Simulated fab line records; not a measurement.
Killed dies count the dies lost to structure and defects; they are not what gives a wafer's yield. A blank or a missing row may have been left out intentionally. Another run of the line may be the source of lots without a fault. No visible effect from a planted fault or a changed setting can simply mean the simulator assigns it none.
Split-lot trial ; flow n5-finfet ; 7 lots, 21 wafers read, on a route of 1938 steps

== ON THE SPLIT ==
At N5_BEOL_M5_DEP_56 (deposits SiCN from 3MS/NH3, target thk 8 nm, time 14 s), the setting time-s was moved away from the recipe's 14 s on 9 of the 21 wafers read, by -8.1% to +13.8%. For the rest of the wafers, this setting stayed at what the recipe calls for.

The reading comes from the split's own step.

== THE READING ==
SiCN_of_BEOL_M5_DEP_56.thk-nm (the simulator's own value, which no gauge read), in nm, at N5_BEOL_M5_DEP_56 (deposits SiCN from 3MS/NH3, target thk 8 nm, time 14 s). The file does not state a usual value for it. Average 8.1 nm, standard deviation 0.15 nm, over the 12 wafers here run with the recipe.

wafer;tool, chamber at the split;time-s as run, s;against the recipe;SiCN_of_BEOL_M5_DEP_56.thk-nm, nm;against lot-mates on the recipe
L075.4;pecvd-02, 2;14.74;+5.3%;8.4;+0.2
L075.5;pecvd-02, 0,1;14;recipe;8.2;-
L075.6;pecvd-02, 0,1;14;recipe;8.2;-
L079.2;pecvd-02, 0;14;recipe;8;-
L079.3;pecvd-02, 2;15.46;+10.4%;8.8;+0.8
L079.4;pecvd-02, 2;15.46;+10.4%;8.8;+0.8
L083.3;pecvd-03, 1;12.87;-8.1%;7.6;-0.8
L083.5;pecvd-03, 1,2;14;recipe;8.4;-
L083.6;pecvd-03, 1,2;14;recipe;8.4;-
L082.1;pecvd-03, 2,1;14;recipe;8;-
L082.3;pecvd-03, 2,1;14;recipe;8;-
L082.4;pecvd-03, 1;15.25;+8.9%;8.8;+0.8
L086.1;pecvd-01, 0,2;14;recipe;8;-
L086.3;pecvd-01, 0,2;14;recipe;8;-
L086.5;pecvd-01, 2;14;recipe;8.2;-
L092.1;pecvd-03, 0;14;recipe;8.2;-
L092.3;pecvd-03, 2,1;15.93;+13.8%;9.4;+1.2
L092.4;pecvd-03, 2,1;15.93;+13.8%;9.4;+1.2
L094.1;pecvd-01, 0;14.81;+5.8%;8.4;+0.4
L094.4;pecvd-01, 2;14.81;+5.8%;8.6;+0.6
L094.6;pecvd-01, 1;14;recipe;8;-
When a row names more than one chamber, that row covers several wafers, and the file does not tell which wafer ran in which chamber.

THE FIT
A straight line over all 21 wafers: SiCN_of_BEOL_M5_DEP_56.thk-nm changes by +0.0779 nm for each +1% of time-s; r = +0.95; the points scatter about the line by 0.15 nm.
The same after taking each lot's own level away (the mean of its wafers on the recipe; 21 wafers): +0.0856 nm for each +1%; r = +0.99; scatter 0.083 nm.
The reading moves by 1.2 nm for the largest change in time-s, on that fit.
The span of the lots' own levels, 8.00 to 8.40 nm, comes to 2.7 times the standard deviation stated above.
Hence the lot-to-lot level has little effect on the slope; both slopes agree.
Check: +1.15 nm against its lot-mates is what the line predicts for one of the wafers moved furthest among these (+13.8%) when that wafer is left out of the fit. It came out at +1.2 nm against them.

== FURTHER SPLITS ON THESE WAFERS ==
Note: prior to the reading, these wafers also went through further splits. Each is held against what the fit with the lots' levels taken away leaves over:
other split on the same wafers;wafers away from the commonest value;r with SiCN_of_BEOL_M5_DEP_56.thk-nm (lot level and that fit taken away)
N5_BEOL_M5_HM_DEP_02 target-thk-a;7;-0.11
N5_BEOL_M5_COAT_59 spin-rpm;8;+0.29

== THE FILE'S OWN FIT ==
SiCN_of_BEOL_M5_DEP_56.thk-nm changes by +0.084 nm for each +1% of time-s, r = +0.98.
